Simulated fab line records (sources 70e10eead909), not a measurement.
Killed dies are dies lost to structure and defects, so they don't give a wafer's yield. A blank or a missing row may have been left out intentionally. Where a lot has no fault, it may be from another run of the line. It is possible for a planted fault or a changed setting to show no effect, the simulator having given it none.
Matching of chambers	flow nand harc	pecvd-03 running NHARC_A_STAIRCASE_DEP_259: 3 sister chambers
The step deposits SiON, target thk 30 nm. 3 wafers are shown with their chamber, then 10 later ones without.

WAFERS WITH THEIR CHAMBER
wafer	chamber	heater power w (W)
L086.5	0	866
L089.1	1	702
L089.3	2	677

WAFERS MISSING THEIR CHAMBER
wafer	heater power w (W)
L089.6	935
L091.2	703
L091.3	847
L091.5	778
L093.1	853
L093.3	638
L093.5	612
L097.2	724
L097.3	641
L097.4	650

WHICH CHAMBER EACH WENT THROUGH
wafer	from the rows above	in truth
L089.6	0	0
L091.2	can't be placed: 1 or 2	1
L091.3	0	0
L091.5	can't be placed: 1 or 0 or 2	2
L093.1	0	0
L093.3	can't be placed: 2 or 1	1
L093.5	can't be placed: 2 or 1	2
L097.2	can't be placed: 1 or 2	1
L097.3	can't be placed: 2 or 1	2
L097.4	can't be placed: 2 or 1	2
Placed correctly: 3 of 10. Not placeable from these rows: 7 (in 7, the candidates include the true chamber). 0 placed wrongly.
How it was worked out, from the rows above alone: a wafer's distance from a chamber is the root of the sum, over the readings, of the square of ((its reading less the chamber's mean) divided by the reading's scatter). The wafer belongs to the nearest chamber; if the next one is less than 2 further off, it can't be placed. For every chamber, the mean is computed from those of its wafers that are shown. The scatter: root of mean squared gap, hidden wafer to nearest shown wafer, with one shown wafer a chamber.
